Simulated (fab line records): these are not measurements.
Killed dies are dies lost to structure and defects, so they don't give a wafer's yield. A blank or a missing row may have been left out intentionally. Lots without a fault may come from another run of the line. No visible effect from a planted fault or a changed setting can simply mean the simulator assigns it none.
Split-lot study :: flow n5Finfet :: on a route of 1938 steps: 7 lots, 39 wafers read

== THE SPLIT ==
At N5_GATE_CUT_ETCH_58 (etches SiNx in CH3F/O2, target depth 17 nm, time 128.6 s), the setting timeS was moved away from the recipe's 128.6 s on 9 of the 39 wafers read, by -57.8% to +59.7%. This setting was run at the recipe's value on the other wafers.

The reading is taken at the split's own step.

== THE READING ==
SiNx_of_SDB_ALD_29.thkNm (the simulator's own value, which no gauge read), in nm, at N5_GATE_CUT_ETCH_58 (etches SiNx in CH3F/O2, target depth 17 nm, time 128.6 s). No usual value for it is given in the file. Average 24.6 nm, standard deviation 0.15 nm, over the 30 wafers here run with the recipe.

wafer: L074.1
tool, chamber at the split: rieDiel-06, 3
timeS as run, s: 128.6
against the recipe: recipe
SiNx_of_SDB_ALD_29.thkNm, nm: 24.8
against lot-mates on the recipe: -

wafer: L074.2
tool, chamber at the split: rieDiel-06, 1
timeS as run, s: 128.6
against the recipe: recipe
SiNx_of_SDB_ALD_29.thkNm, nm: 24.8
against lot-mates on the recipe: -

wafer: L074.3
tool, chamber at the split: rieDiel-06, 0
timeS as run, s: 128.6
against the recipe: recipe
SiNx_of_SDB_ALD_29.thkNm, nm: 24.8
against lot-mates on the recipe: -

wafer: L074.4
tool, chamber at the split: rieDiel-06, 2
timeS as run, s: 128.6
against the recipe: recipe
SiNx_of_SDB_ALD_29.thkNm, nm: 24.6
against lot-mates on the recipe: -

wafer: L074.5
tool, chamber at the split: rieDiel-06, 1
timeS as run, s: 128.6
against the recipe: recipe
SiNx_of_SDB_ALD_29.thkNm, nm: 24.8
against lot-mates on the recipe: -

wafer: L074.6
tool, chamber at the split: rieDiel-06, 0
timeS as run, s: 128.6
against the recipe: recipe
SiNx_of_SDB_ALD_29.thkNm, nm: 24.6
against lot-mates on the recipe: -

wafer: L078.1
tool, chamber at the split: rieDiel-01, 0
timeS as run, s: 128.6
against the recipe: recipe
SiNx_of_SDB_ALD_29.thkNm, nm: 24.8
against lot-mates on the recipe: -

wafer: L078.2
tool, chamber at the split: rieDiel-01, 3
timeS as run, s: 190.1
against the recipe: +47.8%
SiNx_of_SDB_ALD_29.thkNm, nm: 23.2
against lot-mates on the recipe: -1.5

wafer: L078.3
tool, chamber at the split: rieDiel-01, 2
timeS as run, s: 128.6
against the recipe: recipe
SiNx_of_SDB_ALD_29.thkNm, nm: 24.6
against lot-mates on the recipe: -

wafer: L078.4
tool, chamber at the split: rieDiel-01, 1
timeS as run, s: 128.6
against the recipe: recipe
SiNx_of_SDB_ALD_29.thkNm, nm: 24.6
against lot-mates on the recipe: -

wafer: L078.5
tool, chamber at the split: rieDiel-01, 1
timeS as run, s: 190.1
against the recipe: +47.8%
SiNx_of_SDB_ALD_29.thkNm, nm: 23.4
against lot-mates on the recipe: -1.3

wafer: L078.6
tool, chamber at the split: rieDiel-01, 0
timeS as run, s: 190.1
against the recipe: +47.8%
SiNx_of_SDB_ALD_29.thkNm, nm: 23.4
against lot-mates on the recipe: -1.3

wafer: L080.1
tool, chamber at the split: rieDiel-01, 0
timeS as run, s: 128.6
against the recipe: recipe
SiNx_of_SDB_ALD_29.thkNm, nm: 24.6
against lot-mates on the recipe: -

wafer: L080.2
tool, chamber at the split: rieDiel-01, 2
timeS as run, s: 128.6
against the recipe: recipe
SiNx_of_SDB_ALD_29.thkNm, nm: 24.6
against lot-mates on the recipe: -

wafer: L080.3
tool, chamber at the split: rieDiel-01, 3
timeS as run, s: 128.6
against the recipe: recipe
SiNx_of_SDB_ALD_29.thkNm, nm: 24.6
against lot-mates on the recipe: -

wafer: L080.4
tool, chamber at the split: rieDiel-01, 1
timeS as run, s: 128.6
against the recipe: recipe
SiNx_of_SDB_ALD_29.thkNm, nm: 24.6
against lot-mates on the recipe: -

wafer: L080.5
tool, chamber at the split: rieDiel-01, 2
timeS as run, s: 128.6
against the recipe: recipe
SiNx_of_SDB_ALD_29.thkNm, nm: 24.4
against lot-mates on the recipe: -

wafer: L080.6
tool, chamber at the split: rieDiel-01, 3
timeS as run, s: 128.6
against the recipe: recipe
SiNx_of_SDB_ALD_29.thkNm, nm: 24.4
against lot-mates on the recipe: -

wafer: L088.1
tool, chamber at the split: rieDiel-06, 3
timeS as run, s: 128.6
against the recipe: recipe
SiNx_of_SDB_ALD_29.thkNm, nm: 24.6
against lot-mates on the recipe: -

wafer: L088.3
tool, chamber at the split: rieDiel-06, 0
timeS as run, s: 128.6
against the recipe: recipe
SiNx_of_SDB_ALD_29.thkNm, nm: 24.6
against lot-mates on the recipe: -

wafer: L088.5
tool, chamber at the split: rieDiel-06, 1
timeS as run, s: 128.6
against the recipe: recipe
SiNx_of_SDB_ALD_29.thkNm, nm: 24.8
against lot-mates on the recipe: -

wafer: L089.1
tool, chamber at the split: rieDiel-01, 2
timeS as run, s: 128.6
against the recipe: recipe
SiNx_of_SDB_ALD_29.thkNm, nm: 24.4
against lot-mates on the recipe: -

wafer: L089.2
tool, chamber at the split: rieDiel-01, 3
timeS as run, s: 128.6
against the recipe: recipe
SiNx_of_SDB_ALD_29.thkNm, nm: 24.4
against lot-mates on the recipe: -

wafer: L089.3
tool, chamber at the split: rieDiel-01, 1
timeS as run, s: 128.6
against the recipe: recipe
SiNx_of_SDB_ALD_29.thkNm, nm: 24.6
against lot-mates on the recipe: -

wafer: L089.4
tool, chamber at the split: rieDiel-01, 0
timeS as run, s: 128.6
against the recipe: recipe
SiNx_of_SDB_ALD_29.thkNm, nm: 24.4
against lot-mates on the recipe: -

wafer: L089.5
tool, chamber at the split: rieDiel-01, 3
timeS as run, s: 128.6
against the recipe: recipe
SiNx_of_SDB_ALD_29.thkNm, nm: 24.4
against lot-mates on the recipe: -

wafer: L089.6
tool, chamber at the split: rieDiel-01, 2
timeS as run, s: 128.6
against the recipe: recipe
SiNx_of_SDB_ALD_29.thkNm, nm: 24.4
against lot-mates on the recipe: -

wafer: L094.1
tool, chamber at the split: rieDiel-03, 2
timeS as run, s: 128.6
against the recipe: recipe
SiNx_of_SDB_ALD_29.thkNm, nm: 24.6
against lot-mates on the recipe: -

wafer: L094.2
tool, chamber at the split: rieDiel-03, 3
timeS as run, s: 128.6
against the recipe: recipe
SiNx_of_SDB_ALD_29.thkNm, nm: 24.8
against lot-mates on the recipe: -

wafer: L094.3
tool, chamber at the split: rieDiel-03, 0
timeS as run, s: 205.4
against the recipe: +59.7%
SiNx_of_SDB_ALD_29.thkNm, nm: 23.2
against lot-mates on the recipe: -1.5

wafer: L094.4
tool, chamber at the split: rieDiel-03, 1
timeS as run, s: 128.6
against the recipe: recipe
SiNx_of_SDB_ALD_29.thkNm, nm: 24.8
against lot-mates on the recipe: -

wafer: L094.5
tool, chamber at the split: rieDiel-03, 2
timeS as run, s: 205.4
against the recipe: +59.7%
SiNx_of_SDB_ALD_29.thkNm, nm: 23
against lot-mates on the recipe: -1.7

wafer: L094.6
tool, chamber at the split: rieDiel-03, 3
timeS as run, s: 205.4
against the recipe: +59.7%
SiNx_of_SDB_ALD_29.thkNm, nm: 23
against lot-mates on the recipe: -1.7

wafer: L097.1
tool, chamber at the split: rieDiel-03, 0
timeS as run, s: 128.6
against the recipe: recipe
SiNx_of_SDB_ALD_29.thkNm, nm: 24.8
against lot-mates on the recipe: -

wafer: L097.2
tool, chamber at the split: rieDiel-03, 2
timeS as run, s: 54.25
against the recipe: -57.8%
SiNx_of_SDB_ALD_29.thkNm, nm: 26
against lot-mates on the recipe: +1.3

wafer: L097.3
tool, chamber at the split: rieDiel-03, 3
timeS as run, s: 54.25
against the recipe: -57.8%
SiNx_of_SDB_ALD_29.thkNm, nm: 26.4
against lot-mates on the recipe: +1.7

wafer: L097.4
tool, chamber at the split: rieDiel-03, 1
timeS as run, s: 54.25
against the recipe: -57.8%
SiNx_of_SDB_ALD_29.thkNm, nm: 26.2
against lot-mates on the recipe: +1.5

wafer: L097.5
tool, chamber at the split: rieDiel-03, 1
timeS as run, s: 128.6
against the recipe: recipe
SiNx_of_SDB_ALD_29.thkNm, nm: 24.6
against lot-mates on the recipe: -

wafer: L097.6
tool, chamber at the split: rieDiel-03, 0
timeS as run, s: 128.6
against the recipe: recipe
SiNx_of_SDB_ALD_29.thkNm, nm: 24.6
against lot-mates on the recipe: -

FIT RESULTS
A straight line over all 39 wafers: SiNx_of_SDB_ALD_29.thkNm changes by -0.0267 nm for each +1% of timeS; r = -0.98; the points scatter about the line by 0.15 nm.
The same after taking each lot's own level away (the mean of its wafers on the recipe; 39 wafers): -0.0274 nm for each +1%; r = -0.99; scatter 0.1 nm.
That fit puts the effect of the largest move of timeS on the reading at 1.6 nm.
Across the lots, their own levels run from 24.43 to 24.73 nm, a range of 2.1 times the standard deviation given above.
Consequently the slope shifts little with the lot-to-lot level, the two slopes agreeing.
Check: -1.66 nm against its lot-mates is what the line predicts for one of the wafers moved furthest among these (+59.7%) when that wafer is left out of the fit. Against them it came out at -1.53 nm.

== THESE WAFERS: OTHER SPLITS ==
These wafers also went through other splits before the reading. Each is held against what the fit with the lots' levels taken away leaves over:
other split on the same wafers: N5_FIN_SAQP_PECVD_47 timeS
wafers away from the commonest value: 12
r with SiNx_of_SDB_ALD_29.thkNm (lot level and that fit taken away): +0.06

other split on the same wafers: N5_SD_EPI_N_DESCUM_14 timeS
wafers away from the commonest value: 15
r with SiNx_of_SDB_ALD_29.thkNm (lot level and that fit taken away): +0.06

== THE WHOLE CHAIN: every reading that the file lists as answering this split, in the file's order ==
step: N5_GATE_CUT_ETCH_58
what it does: etches SiNx in CH3F/O2, target depth 17 nm, time 128.6 s
reading: etch.depthNm (the simulator's own value, which no gauge read)
change (the file's fit): +0.171 nm for each +1% of the setting
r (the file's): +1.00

step: N5_GATE_CUT_ETCH_58
what it does: etches SiNx in CH3F/O2, target depth 17 nm, time 128.6 s
reading: SiNx_of_SDB_ALD_29.thkNm (the simulator's own value, which no gauge read)
change (the file's fit): -0.0274 nm for each +1% of the setting
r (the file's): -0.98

== FILE'S OWN FIT ==
SiNx_of_SDB_ALD_29.thkNm changes by -0.0274 nm for each +1% of timeS, r = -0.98.
